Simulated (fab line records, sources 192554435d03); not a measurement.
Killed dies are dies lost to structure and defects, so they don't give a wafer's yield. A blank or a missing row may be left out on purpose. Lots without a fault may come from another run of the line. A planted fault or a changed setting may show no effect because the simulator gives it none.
Chamber matching | flow n5_finfet | N5_BEOL_M4_ETCH_70 on rie_diel-01: 4 sister chambers
The step etches SOC in N2/H2, target depth 80 nm, overetch 24 nm, time 130 s. 4 wafers are shown with their chamber, then 6 later ones without.

WAFERS WITH THEIR CHAMBER
wafer  | chamber | throttle_valve_pct (%)
L709.5 | 2       | 17.83
L713.1 | 3       | 18.04
L713.2 | 1       | 17.45
L713.3 | 0       | 17.61

WAFERS WITHOUT THEIR CHAMBER
wafer  | throttle_valve_pct (%)
L717.1 | 18.05
L717.4 | 17.62
L717.6 | 18.08
L718.2 | 17.47
L718.3 | 17.64
L718.6 | 18.07

WHICH CHAMBER EACH WENT THROUGH
wafer  | from the rows above | in truth
L717.1 | 3                   | 3
L717.4 | 0                   | 0
L717.6 | 3                   | 3
L718.2 | 1                   | 1
L718.3 | 0                   | 0
L718.6 | 3                   | 3
Placed correctly: 6 of 6. Can't be placed from these rows: 0. Placed wrongly: 0.
How it was worked out, from the rows above alone: a wafer's distance from a chamber is the root of the sum, over the readings, of the square of ((its reading less the chamber's mean) divided by the reading's scatter). The wafer belongs to the nearest chamber; if the next one is less than 2 further off, it can't be placed. A chamber's mean is the mean of its shown wafers. The scatter: with one shown wafer a chamber, the root of the mean of the squares of how far each hidden wafer lies from its nearest shown one.
